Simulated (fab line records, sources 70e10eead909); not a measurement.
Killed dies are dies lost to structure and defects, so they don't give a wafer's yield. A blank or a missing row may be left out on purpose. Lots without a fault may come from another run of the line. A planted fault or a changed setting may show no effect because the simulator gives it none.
Chamber matching | flow nand_harc | NHARC_A_STAIRCASE_ETCH_294 on rie_diel-08: 4 sister chambers
The step etches the open film in C4F8/O2/Ar, target depth 4992 nm, time 1212.4 s. 4 wafers are shown with their chamber, then 8 later ones without.

WAFERS WITH THEIR CHAMBER
wafer  | chamber | rf_vpp_V (V)
L148.2 | 1       | 1818
L149.2 | 0       | 1826
L149.3 | 3       | 1815
L150.4 | 2       | 1830

WAFERS WITHOUT THEIR CHAMBER
wafer  | rf_vpp_V (V)
L150.5 | 1817
L150.6 | 1829
L152.1 | 1818
L152.2 | 1826
L152.3 | 1831
L153.2 | 1826
L153.4 | 1814
L153.6 | 1818

WHICH CHAMBER EACH WENT THROUGH
wafer  | from the rows above     | in truth
L150.5 | can't be placed: 1 or 3 | 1
L150.6 | 2                       | 2
L152.1 | 1                       | 1
L152.2 | 0                       | 0
L152.3 | 2                       | 2
L153.2 | 0                       | 0
L153.4 | 3                       | 3
L153.6 | 1                       | 1
Placed correctly: 7 of 8. Can't be placed from these rows: 1 (the true chamber is among the candidates in 1). Placed wrongly: 0.
How it was worked out, from the rows above alone: a wafer's distance from a chamber is the root of the sum, over the readings, of the square of ((its reading less the chamber's mean) divided by the reading's scatter). The wafer belongs to the nearest chamber; if the next one is less than 2 further off, it can't be placed. A chamber's mean is the mean of its shown wafers. The scatter: with one shown wafer a chamber, the root of the mean of the squares of how far each hidden wafer lies from its nearest shown one.
